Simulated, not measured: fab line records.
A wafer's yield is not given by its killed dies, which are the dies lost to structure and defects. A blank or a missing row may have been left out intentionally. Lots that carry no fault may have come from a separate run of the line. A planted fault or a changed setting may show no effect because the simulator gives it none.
fab line records ; flow n5_finfet
[record] lots = 4; wafers = 12; last_day = 18
route steps=1938 shown BEOL_M4@1099 BEOL_M5@1112 BEOL_M10@1509 PASSIVATION@1936
lots with no fault: from the same line, run without faults
start_h: hours from the record's first day to the start of the lot's first wafer shown ; wait_h: time in hours since the lot's previous step ; " the same as in the row above ; L1.1+2: a row that stands for several wafers ; - no value, or no start given ; * or withheld: withheld ; < > ~ a bound
route shown NAME@n: names a module that has steps shown in the file, with the first one's number in the route ; usual: mean/standard deviation of fault-free wafers ; same: alike in all rows ; chamber/n: place in a boat ; sites: the reading at each site ; _std_site: the standard deviation of these ; _edge_site: outer sites' mean less inner sites' ; radius_mm: how far each site lies from the wafer's centre ; mask NAME#n: copy n ; behind: the tool/chamber that last shaped the wafer ; hold: reason for holding the lot/hours on hold/outcome of the hold ; device: which transistor (n, p or np) failed to switch ; end of line: the same wafers' tests at the end of the route ; where a step has no rows: the recipe by itself ; killed: at the first sort, the dies lost to defects and structure; wafer yield is something else ; map: dies across one wafer; x = killed, . = not, _ = none there
set.NAME: setting as actually run; set.NAME@STEP: the setting as run at that earlier step ; model.NAME: the simulator's own value behind a step, which no gauge read
certain route steps with their lots: each step a table, each wafer a row
services: when a tool's chamber went out of use (start_h, in hours from the record's first day, below 0 if earlier), for how many hours, and the reason
[[steps]]
[step N5_BEOL_M4_ANNEAL_95]
[recipe] temp_c = 400; time_s = 240; ambient = vacuum
[step N5_BEOL_M4_SPUTTER_96]
[recipe] material = Cu; target_thk_a = 45; temp_c = -20; chamber_pressure_pa = 0.07; power_w = withheld; time_s = 8.29
[step N5_BEOL_M4_ECD_50]
[recipe] material = Cu; target_thk_a = 3000
[step N5_BEOL_M4_ANNEAL_51]
[recipe] temp_c = 225; time_s = 90; ambient = N2
[step N5_BEOL_M4_CMP_52]
[recipe] stop_on = SiOC; t_overpolish_s = 6.8; down_force_psi = 1; platen_rpm = 50; clearing_platen_down_force_psi = 1.5; clearing_platen_rpm = 50; post_cmp_clean = cu_alkaline; target_thk_nm = 40; clearing_platen_pad_velocity_m_s = 0.99484; pad_velocity_m_s = 0.99484
[step N5_BEOL_M4_PRE_CLEAN_60]
[recipe] gas = NH3/H2; time_s = 15; temp_c = *; rf_power_w = 300
[step N5_BEOL_M4_CO_CAP_55]
[recipe] material = Co; target_thk_a = 20; temp_c = 200; precursor = CCTBA/H2; pressure_torr = 30; time_s = 102.1
[step N5_BEOL_M4_PRE_CLEAN_56]
[recipe] gas = NH3; time_s = 15; temp_c = withheld; rf_power_w = 300
[step N5_BEOL_M4_DEP_57]
[recipe] material = SiCN; target_thk_a = 80; temp_c = withheld; precursor = 3MS/NH3; pressure_torr = 3; rf_w = 202; time_s = 14
[step N5_BEOL_M4_RC_MEAS_101]
[usual] DIBL_N = 36.1/2.5; DIBL_P = 36/3.3; IOFF_N = 0.16/0.046; IOFF_P = 0.20/0.051; ION_N = 676/16; ION_P = 462/11; SS_N = 71.6/0.87; SS_P = 73.2/0.86; VT_N = 251/4.4; VT_P = -252/4.6
lot.wafer;tool;chamber;start_h;wait_h;DIBL_N[mV/V];DIBL_P[mV/V];IOFF_N[nA/um];IOFF_P[nA/um];ION_N[uA/um];ION_P[uA/um];SS_N[mV/dec];SS_P[mV/dec];VT_N[mV];VT_P[mV]
L475.1;prober-02;0;208.11;0.0;33.1;28;0.09;0.12;643;441;71.2;71.2;258;-258
L475.2;prober-02;0;208.11;0.0;43.4;43;0.31;0.33;698;473;73.0;75.3;241;-244
L475.5;prober-02;0;208.11;0.0;34.4;32;0.11;0.15;652;453;71.1;71.8;256;-256
L486.2;prober-01;0;275.94;0.2;37.3;39;0.21;0.23;707;476;72.3;73.4;241;-250
L486.3;prober-01;0;275.94;0.2;33.7;33;0.13;0.14;653;443;70.9;71.9;251;-258
L486.6;prober-01;0;275.94;0.2;30.3;29;0.08;0.10;660;442;70.5;71.0;256;-261
L487.2;prober-01;0;294.65;0.2;35.8;36;0.16;0.21;695;478;71.1;72.8;246;-247
L487.3;prober-01;0;294.65;0.2;36.4;37;0.17;0.22;697;478;71.9;73.1;248;-249
L487.6;prober-01;0;294.65;0.2;37.5;37;0.19;0.23;676;463;72.2;72.6;244;-246
L496.1;prober-02;0;320.32;0.0;34.4;33;0.13;0.18;665;458;71.2;72.2;252;-250
L496.3;prober-02;0;320.32;0.0;34.8;34;0.15;0.19;687;472;70.5;73.1;249;-251
L496.5;prober-02;0;320.32;0.0;36.1;35;0.17;0.21;674;463;71.0;73.3;246;-249
[step N5_BEOL_M5_ILD_DEP_00]
[recipe] material = SiCOH_lowk; target_thk_a = 1406.4; temp_c = 300; precursor = DEMS/porogen; pressure_torr = 5; rf_w = 500; time_s = 25.9
[step N5_BEOL_M5_CURE_79]
[recipe] temp_c = 385; time_s = 240; ambient = He/Ar; material = SiCOH_lowk
[step N5_BEOL_M5_PECVD_70]
[recipe] material = SiO2; target_thk_a = 160; temp_c = 400; precursor = TEOS/O2; pressure_torr = 5.5; rf_w = 450; teos_flow_sccm = 53.8; gas = O2; flow_sccm = 3000; time_s = 18
[step N5_BEOL_M5_HM_DEP_02]
[recipe] material = TiN; target_thk_a = 200; temp_c = 25; chamber_pressure_pa = 0.49996
[step N5_BEOL_M5_COAT_59]
[recipe] resist = SOC; temp_c = 250; time_s = 60; spin_rpm = 1500; resist_thk_nm = 60
[step N5_BEOL_M5_COAT_60]
[recipe] resist = SiARC; temp_c = 220; time_s = 60; spin_rpm = 1500; resist_thk_nm = 12
[step N5_BEOL_M5_COAT_71]
[recipe] resist = underlayer; temp_c = 205; time_s = 60; spin_rpm = 1500; resist_thk_nm = 5
[step N5_BEOL_M5_COAT_05]
[recipe] resist = CAR-EUV; spin_rpm = 1500; resist_thk_nm = 30
[step N5_BEOL_M5_EBR_07]
[recipe] solvent = PGMEA; ebr_width_mm = 1.5
[step N5_BEOL_M5_SOFTBAKE_06]
[recipe] temp_c = 110; time_s = 60; resist = CAR-EUV
[step N5_BEOL_M5_EXPOSE_08]
[recipe] mask_id = M5; na = 0.33; source_shape = annular; sigma_inner = 0.4; sigma_outer = 0.8; polarization = unpolarized; target_cd_nm = 28; dose_mj = 35.75
[step N5_BEOL_M5_PEB_09]
[recipe] peb_temp_c = 100; peb_time_s = 60; resist = CAR-EUV
[step N5_BEOL_M5_DEVELOP_10]
[recipe] develop_time_s = 30; developer = TMAH; resist = CAR-EUV; rinse_liquid = surfactant_rinse; dry = air_spin; dev_temp_c = 23
[step N5_BEOL_M5_DESCUM_16]
[recipe] chemistry = O2; time_s = 7; source_power_w = 50; bias_power_w = 20; pressure_mtorr = 20; rf_frequency_hz = 2.712e+07; temp_c = 40; resist = CAR-EUV; o2_flow_sccm = 225
[step N5_BEOL_M5_ETCH_72]
[recipe] chemistry = N2/H2; target = underlayer; target_depth_a = 65; mask_material = CAR-EUV; time_s = 5.2; ion_energy_ev = 200; pressure_mtorr = 30; source_w = 840; bias_w = 150; n2_flow_sccm = 200; h2_flow_sccm = 200; ends = cleared
[step N5_BEOL_M5_ETCH_61]
[recipe] chemistry = CF4; target = SiARC; target_depth_a = 156; mask_material = CAR-EUV; time_s = 26; ion_energy_ev = 80; pressure_mtorr = 40; source_w = 545; bias_w = 36; Ar_flow_sccm = 100; cf4_flow_sccm = 100; ends = cleared
[step N5_BEOL_M5_ETCH_62]
[recipe] chemistry = N2/H2; target = SOC; target_depth_a = 750; overetch_a = 150; mask_material = SiARC; temp_c = 40; time_s = 112.5; ion_energy_ev = 200; pressure_mtorr = 30; source_w = 840; bias_w = 150; n2_flow_sccm = 200; h2_flow_sccm = 200
[step N5_BEOL_M5_STRIP_63]
[recipe] chemistry = N2/H2; temp_c = 40; n2_flow_sccm = 200; h2_flow_sccm = 200; rf_frequency_hz = 6e+07
[step N5_BEOL_M5_STRIP_73]
[recipe] chemistry = N2/H2; temp_c = 40; n2_flow_sccm = 200; h2_flow_sccm = 200; rf_frequency_hz = 6e+07
[step N5_BEOL_M5_STRIP_64]
[recipe] chemistry = CF4; resist = SiARC; power_w = 300; bias_power_w = 75; pressure_mtorr = 50; cf4_flow_sccm = 150; rf_frequency_hz = 6e+07
[step N5_BEOL_M5_HM_OPEN_17]
[recipe] chemistry = Cl2/BCl3; target_depth_a = 200; overetch_a = 60; target = TiN; mask_material = SOC; ion_energy_ev = 150; pressure_mtorr = 10; icp_w = 1000; bias_w = 126; Cl2_flow_sccm = 53.25; bcl3_flow_sccm = 21.75; Ar_flow_sccm = 25
[step N5_BEOL_M5_STRIP_19]
[recipe] chemistry = O2; power_w = 400; temp_c = 40; pressure_mtorr = 30; rf_frequency_hz = 6e+07; bias_power_w = 0; overash_fraction = 0.2; o2_flow_sccm = 225
[step N5_BEOL_M5_COAT_65]
[recipe] resist = SOC; temp_c = 250; time_s = 60; spin_rpm = 1500; resist_thk_nm = 60
[step N5_BEOL_M5_COAT_66]
[recipe] resist = SiARC; temp_c = 220; time_s = 60; spin_rpm = 1500; resist_thk_nm = 12
[step N5_BEOL_M10_VIA_ETCH_34]
[recipe] chemistry = C4F6/O2; target = SiCOH_lowk; target_depth_a = 1845; mask_material = SOC; taper_deg = 4; time_s = 69.2; ion_energy_ev = 250; pressure_mtorr = 30; source_w = 345; bias_w = 185; Ar_flow_sccm = 300; C4F6_flow_sccm = 10; O2_flow_sccm = 10
[usual] C4F6_flow_sccm = 9.998/0.029; O2_flow_sccm = 10.00/0.031; drypump_motor_current_A = 5.7/0.4; mfc_ar_sccm = 300.0/0.85; oes_product_au = 0.81/0.078; rf_vpp_V = 672/19; showerhead_plenum_p_Torr = 2.87/0.079; throttle_valve_pct = 20.91/0.22
lot.wafer;tool;chamber;start_h;wait_h;C4F6_flow_sccm;O2_flow_sccm;drypump_motor_current_A;mfc_ar_sccm;oes_product_au;rf_hours_counter_h;rf_vpp_V;showerhead_plenum_p_Torr;throttle_valve_pct;model.SiARC_of_BEOL_M10_COAT_64.thk_nm;model.SOC_of_BEOL_M10_COAT_63.thk_nm
L475.1;rie_diel-05;3;258.59;0.0;10.010;10.02;5.4;300.7;0.68;234;702;2.95;21.28;0;92
L475.2;rie_diel-05;0;258.59;0.0;9.992;10.01;5.7;300.8;0.71;231;656;2.91;20.85;0;91.4
L475.5;rie_diel-05;0;258.59;0.0;10.011;10.03;5.6;300.8;0.71;-;657;2.91;20.84;0;91.6
L486.2;rie_diel-03;2;326.79;0.0;-;-;-;-;-;-;-;-;-;22.8;99.8
L486.3;rie_diel-03;0;326.79;0.0;-;-;-;-;-;-;-;-;-;22.4;99.8
L486.6;rie_diel-03;3;326.79;0.0;-;-;-;-;-;-;-;-;-;22.6;99.8
L487.2;rie_diel-05;1;342.14;0.0;-;-;-;-;-;-;-;-;-;22.4;99.8
L487.3;rie_diel-05;2;342.14;0.0;-;-;-;-;-;-;-;-;-;22.8;99.8
L487.6;rie_diel-05;3;342.14;0.0;-;-;-;-;-;-;-;-;-;22.2;100
L496.1;rie_diel-03;3;374.45;0.0;10.013;10.05;5.9;301.1;0.82;73;683;2.89;21.14;0;92.2
L496.3;rie_diel-03;1;374.45;0.0;10.013;9.95;5.4;299.4;0.85;49;687;2.90;20.94;0;91.8
L496.5;rie_diel-03;3;374.45;0.0;10.004;10.01;5.9;299.0;0.82;-;684;2.89;21.12;0;92.2
[step N5_PASSIVATION_PROBE_49]
[usual] defect_limited_yield = 91.0/1.4; killed_at_M0_to_M3 = 34/10; killed_at_M4_up = 15/5.5; killed_at_contacts = 12/6.1; killed_at_front_end = 41/12; killed_at_other = 4/3.4; killed_dies = 106/17; killed_on_rim = 14/4; killed_open = 70/13; killed_short = 34/7.4; sort_bin_4_leakage = 0.01/0.065; sort_bin_5_function = 5.3/1; sort_bin_6_memory = 3.4/0.69; sort_bin_8_speed = 0.03/0.22; sort_n_pass = 1073/17; sort_yield_pct = 91.0/1.4
[same] gross_dies = 1180; killed_at_back_side = 0
lot.wafer;tool;chamber;start_h;wait_h;defect_limited_yield[%];killed_at_M0_to_M3;killed_at_M4_up;killed_at_contacts;killed_at_front_end;killed_at_other;killed_dies;killed_on_rim;killed_open;killed_short;sort_bin_4_leakage[%];sort_bin_5_function[%];sort_bin_6_memory[%];sort_bin_8_speed[%];sort_n_pass;sort_yield_pct[%]
L475.1;prober-01;-;309.14;0.0;92.7;31;17;8;29;1;86;10;54;29;0;4.0;3.1;0.17;1092;92.5
L475.2;prober-01;-;309.19;0.1;90.6;37;28;8;37;1;111;17;75;31;0.76;5.3;3.7;0;1060;89.8
L475.5;prober-01;-;309.34;0.2;89.7;29;14;8;61;9;121;9;80;37;0;5.9;4.2;0;1059;89.7
L486.2;prober-02;-;384.56;0.1;0;45;1071;10;53;1;1180;152;75;41;0;95.6;3.8;0;0;0
L486.3;prober-02;-;384.61;0.1;0;48;1061;11;58;2;1180;152;91;34;0;95.7;3.9;0;0;0
L486.6;prober-02;-;384.76;0.3;0;43;1075;9;53;0;1180;152;85;23;0;96.4;3.4;0;0;0
L487.2;prober-01;-;408.88;0.1;0;25;1089;16;42;8;1180;152;74;38;0;95.1;4.5;0;0;0
L487.3;prober-01;-;408.93;0.1;0;24;1125;7;24;0;1180;152;59;20;0;97.1;2.6;0;0;0
L487.6;prober-01;-;409.08;0.3;0;23;1103;8;40;6;1180;152;61;30;0;96.8;3.0;0;0;0
L496.1;prober-02;-;436.65;0.0;89.8;36;12;19;43;10;120;15;78;39;0;5.8;3.9;0;1060;89.8
L496.3;prober-02;-;436.75;0.1;91.4;26;14;15;43;3;101;15;71;29;0;4.9;3.4;0;1079;91.4
L496.5;prober-02;-;436.85;0.2;90.0;34;13;13;39;19;118;16;77;33;0;5.9;3.2;0;1062;90.0
// killed by level:class
L475.1 BEOL_M0_SAQP:geometric_particle:short=9 MOL_CONTACT_COAG:geometric_particle:open=7 BEOL_M1:geometric_particle:open=6 BEOL_M4:geometric_particle:open=6 BEOL_M0_SAQP:geometric_particle:open=5 FIN_SAQP:geometric_particle:open=4 FIN_SAQP:geometric_particle:short=4 STI_FIN_REVEAL:geometric_particle:open=4
L475.2 BEOL_M4:geometric_particle:open=16 BEOL_M2:geometric_particle:open=10 BEOL_M0_SAQP:geometric_particle:open=9 STI_FIN_REVEAL:geometric_particle:open=8 BEOL_M0_SAQP:geometric_particle:short=8 MOL_CONTACT_COAG:geometric_particle:open=6 FIN_SAQP:geometric_particle:open=4 FIN_SAQP:geometric_particle:short=3
L475.5 GATE_CUT:geometric_particle:short=15 BEOL_M2:geometric_particle:open=15 STI_FIN_REVEAL:geometric_particle:open=14 GATE_CUT:geometric_particle:open=7 DUMMY_GATE:geometric_particle:open=6 MOL_CONTACT_COAG:geometric_particle:open=6 BEOL_M4:geometric_particle:open=6 STARTING-WAFER:geometric_particle:open=5
L486.2 BEOL_M10:area_etch=1062 STI_FIN_REVEAL:geometric_particle:open=15 BEOL_M0_SAQP:geometric_particle:short=15 BEOL_M0_SAQP:geometric_particle:open=10 BEOL_M2:geometric_particle:open=8 FIN_SAQP:geometric_particle:open=7 MOL_CONTACT_COAG:geometric_particle:open=7 STI_FIN_REVEAL:geometric_particle:short=6
L486.3 BEOL_M10:area_etch=1050 BEOL_M0_SAQP:geometric_particle:open=17 STI_FIN_REVEAL:geometric_particle:open=14 FIN_SAQP:geometric_particle:open=11 BEOL_M0_SAQP:geometric_particle:short=11 MOL_CONTACT_COAG:geometric_particle:open=10 DUMMY_GATE:geometric_particle:open=5 BEOL_M2:geometric_particle:open=5
L486.6 BEOL_M10:area_etch=1069 FIN_SAQP:geometric_particle:open=19 STI_FIN_REVEAL:geometric_particle:open=13 BEOL_M0_SAQP:geometric_particle:open=12 BEOL_M0_SAQP:geometric_particle:short=9 MOL_CONTACT_COAG:geometric_particle:open=8 BEOL_M1:geometric_particle:open=7 BEOL_M2:geometric_particle:open=7
L487.2 BEOL_M10:area_etch=1067 MOL_CONTACT_COAG:geometric_particle:open=14 BEOL_M4:geometric_particle:open=10 BEOL_M3:geometric_particle:open=8 FIN_SAQP:geometric_particle:short=6 STI_FIN_REVEAL:geometric_particle:open=5 GATE_CUT:geometric_particle:short=5 BEOL_M0_SAQP:geometric_particle:short=5
L487.3 BEOL_M10:area_etch=1100 STI_FIN_REVEAL:geometric_particle:open=9 BEOL_M4:geometric_particle:open=9 BEOL_M2:geometric_particle:open=6 GATE_CUT:geometric_particle:short=5 MOL_CONTACT_COAG:geometric_particle:open=5 BEOL_M3:geometric_particle:open=5 GATE_CUT:geometric_particle:open=4
L487.6 BEOL_M10:area_etch=1089 BEOL_M4:geometric_particle:open=8 FIN_SAQP:geometric_particle:open=7 GATE_CUT:geometric_particle:open=6 MOL_CONTACT_COAG:geometric_particle:open=6 BEOL_M0_SAQP:geometric_particle:short=4 BEOL_M2:geometric_particle:open=4 BEOL_M3:geometric_particle:open=4
L496.1 MOL_CONTACT_COAG:geometric_particle:open=17 FIN_SAQP:geometric_particle:open=12 FIN_SAQP:geometric_particle:short=8 BEOL_M0_SAQP:geometric_particle:open=8 BEOL_M0_SAQP:geometric_particle:short=8 STI_FIN_REVEAL:geometric_particle:open=5 STARTING-WAFER:geometric_particle:short=5 STARTING-WAFER:geometric_particle:open=5
L496.3 STI_FIN_REVEAL:geometric_particle:open=16 MOL_CONTACT_COAG:geometric_particle:open=12 BEOL_M2:geometric_particle:open=7 FIN_SAQP:geometric_particle:short=4 BEOL_M3:geometric_particle:open=4 BEOL_M8:geometric_particle:open=4 FIN_SAQP:geometric_particle:open=3 STI_FIN_REVEAL:geometric_particle:short=3
L496.5 MOL_CONTACT_COAG:geometric_particle:open=9 STI_FIN_REVEAL:geometric_particle:open=8 BEOL_M1:geometric_particle:open=8 BEOL_M2:geometric_particle:open=7 FIN_SAQP:geometric_particle:open=6 BEOL_M0_SAQP:geometric_particle:open=6 BEOL_M1:geometric_particle:short=6 STARTING-WAFER:geometric_particle:open=5
// map L486.2 (x killed, . not)
_________________xxxxxxxxxxxx________________
______________xxxxxxxxxxxxxxxxxx_____________
___________xxxxxxxxxxxxxxxxxxxxxxxx__________
__________xxxxxxxxxxxxxxxxxxxxxxxxxx_________
________xxxxxxxxxxxxxxxxxxxxxxxxxxxxxx_______
_______xxxxxxxxxxxxxxxxxxxxxxxxxxxxxxxx______
______xxxxxxxxxxxxxxxxxxxxxxxxxxxxxxxxxx_____
_____xxxxxxxxxxxxxxxxxxxxxxxxxxxxxxxxxxxx____
____xxxxxxxxxxxxxxxxxxxxxxxxxxxxxxxxxxxxxx___
___xxxxxxxxxxxxxxxxxxxxxxxxxxxxxxxxxxxxxxxx__
___xxxxxxxxxxxxxxxxxxxxxxxxxxxxxxxxxxxxxxxx__
__xxxxxxxxxxxxxxxxxxxxxxxxxxxxxxxxxxxxxxxxxx_
__xxxxxxxxxxxxxxxxxxxxxxxxxxxxxxxxxxxxxxxxxx_
_xxxxxxxxxxxxxxxxxxxxxxxxxxxxxxxxxxxxxxxxxxxx
_xxxxxxxxxxxxxxxxxxxxxxxxxxxxxxxxxxxxxxxxxxxx
_xxxxxxxxxxxxxxxxxxxxxxxxxxxxxxxxxxxxxxxxxxxx
_xxxxxxxxxxxxxxxxxxxxxxxxxxxxxxxxxxxxxxxxxxxx
_xxxxxxxxxxxxxxxxxxxxxxxxxxxxxxxxxxxxxxxxxxxx
_xxxxxxxxxxxxxxxxxxxxxxxxxxxxxxxxxxxxxxxxxxxx
_xxxxxxxxxxxxxxxxxxxxxxxxxxxxxxxxxxxxxxxxxxxx
_xxxxxxxxxxxxxxxxxxxxxxxxxxxxxxxxxxxxxxxxxxxx
__xxxxxxxxxxxxxxxxxxxxxxxxxxxxxxxxxxxxxxxxxx_
__xxxxxxxxxxxxxxxxxxxxxxxxxxxxxxxxxxxxxxxxxx_
___xxxxxxxxxxxxxxxxxxxxxxxxxxxxxxxxxxxxxxxx__
___xxxxxxxxxxxxxxxxxxxxxxxxxxxxxxxxxxxxxxxx__
____xxxxxxxxxxxxxxxxxxxxxxxxxxxxxxxxxxxxxx___
_____xxxxxxxxxxxxxxxxxxxxxxxxxxxxxxxxxxxx____
______xxxxxxxxxxxxxxxxxxxxxxxxxxxxxxxxxx_____
_______xxxxxxxxxxxxxxxxxxxxxxxxxxxxxxxx______
________xxxxxxxxxxxxxxxxxxxxxxxxxxxxxx_______
__________xxxxxxxxxxxxxxxxxxxxxxxxxx_________
___________xxxxxxxxxxxxxxxxxxxxxxxx__________
______________xxxxxxxxxxxxxxxxxx_____________
_________________xxxxxxxxxxxx________________
// map L487.2 (x killed, . not)
_________________xxxxxxxxxxxx________________
______________xxxxxxxxxxxxxxxxxx_____________
___________xxxxxxxxxxxxxxxxxxxxxxxx__________
__________xxxxxxxxxxxxxxxxxxxxxxxxxx_________
________xxxxxxxxxxxxxxxxxxxxxxxxxxxxxx_______
_______xxxxxxxxxxxxxxxxxxxxxxxxxxxxxxxx______
______xxxxxxxxxxxxxxxxxxxxxxxxxxxxxxxxxx_____
_____xxxxxxxxxxxxxxxxxxxxxxxxxxxxxxxxxxxx____
____xxxxxxxxxxxxxxxxxxxxxxxxxxxxxxxxxxxxxx___
___xxxxxxxxxxxxxxxxxxxxxxxxxxxxxxxxxxxxxxxx__
___xxxxxxxxxxxxxxxxxxxxxxxxxxxxxxxxxxxxxxxx__
__xxxxxxxxxxxxxxxxxxxxxxxxxxxxxxxxxxxxxxxxxx_
__xxxxxxxxxxxxxxxxxxxxxxxxxxxxxxxxxxxxxxxxxx_
_xxxxxxxxxxxxxxxxxxxxxxxxxxxxxxxxxxxxxxxxxxxx
_xxxxxxxxxxxxxxxxxxxxxxxxxxxxxxxxxxxxxxxxxxxx
_xxxxxxxxxxxxxxxxxxxxxxxxxxxxxxxxxxxxxxxxxxxx
_xxxxxxxxxxxxxxxxxxxxxxxxxxxxxxxxxxxxxxxxxxxx
_xxxxxxxxxxxxxxxxxxxxxxxxxxxxxxxxxxxxxxxxxxxx
_xxxxxxxxxxxxxxxxxxxxxxxxxxxxxxxxxxxxxxxxxxxx
_xxxxxxxxxxxxxxxxxxxxxxxxxxxxxxxxxxxxxxxxxxxx
_xxxxxxxxxxxxxxxxxxxxxxxxxxxxxxxxxxxxxxxxxxxx
__xxxxxxxxxxxxxxxxxxxxxxxxxxxxxxxxxxxxxxxxxx_
__xxxxxxxxxxxxxxxxxxxxxxxxxxxxxxxxxxxxxxxxxx_
___xxxxxxxxxxxxxxxxxxxxxxxxxxxxxxxxxxxxxxxx__
___xxxxxxxxxxxxxxxxxxxxxxxxxxxxxxxxxxxxxxxx__
____xxxxxxxxxxxxxxxxxxxxxxxxxxxxxxxxxxxxxx___
_____xxxxxxxxxxxxxxxxxxxxxxxxxxxxxxxxxxxx____
______xxxxxxxxxxxxxxxxxxxxxxxxxxxxxxxxxx_____
_______xxxxxxxxxxxxxxxxxxxxxxxxxxxxxxxx______
________xxxxxxxxxxxxxxxxxxxxxxxxxxxxxx_______
__________xxxxxxxxxxxxxxxxxxxxxxxxxx_________
___________xxxxxxxxxxxxxxxxxxxxxxxx__________
______________xxxxxxxxxxxxxxxxxx_____________
_________________xxxxxxxxxxxx________________
[[services]]
tool;chamber;start_h;hours;kind
rie_diel-03;-;251.20;0.3;repair
rie_diel-05;3;293.58;5.8;repair
rie_diel-03;-;299.69;0.3;repair
rie_diel-05;3;316.44;-;clean
rie_diel-05;3;316.44;-;consumable_replace:focus_ring
rie_diel-05;3;316.44;19.1;scheduled_down
rie_diel-05;3;316.44;19.1;vent_cycle
rie_diel-05;0;335.62;-;clean
rie_diel-05;0;335.62;-;consumable_replace:focus_ring
rie_diel-05;0;335.62;25.1;scheduled_down
rie_diel-05;0;335.62;25.1;vent_cycle
rie_diel-05;3;359.97;5.1;repair
[[key]]
[first_sign] step = N5_BEOL_M10_VIA_ETCH_34; reading = tool_record; direction = missing
[effect] step = N5_PASSIVATION_PROBE_49; reading = killed_at_M4_up; direction = up; sigmas = 99+; usual = 15; struck = 1087
[model_effect] step = N5_BEOL_M10_VIA_ETCH_34; value = SiARC_of_BEOL_M10_COAT_64.thk_nm; without = 0; struck = 22.53
[more_kills_born_at] N5_BEOL_M10_VIA_ETCH_34@rie_diel-05 = 3256; N5_BEOL_M10_VIA_ETCH_34@rie_diel-03 = 3181
met_at N5_BEOL_M10_VIA_ETCH_34
struck_wafers L486.2,L486.3,L486.6,L487.2,L487.3,L487.6
later_rows_left_out L486.2,L486.3,L486.6,L487.2,L487.3,L487.6
onset_between 258.59 326.79
[fault] kind = skipped_step_whole; tool = rie_diel-03,rie_diel-05; chamber = -; onset_h = 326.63; steps = N5_BEOL_M10_VIA_ETCH_34; scope = struck_lots_only
// later_rows_left_out: the simulator's readings of these wafers behind a module that went badly wrong aren't trusted and aren't shown, but for the sort
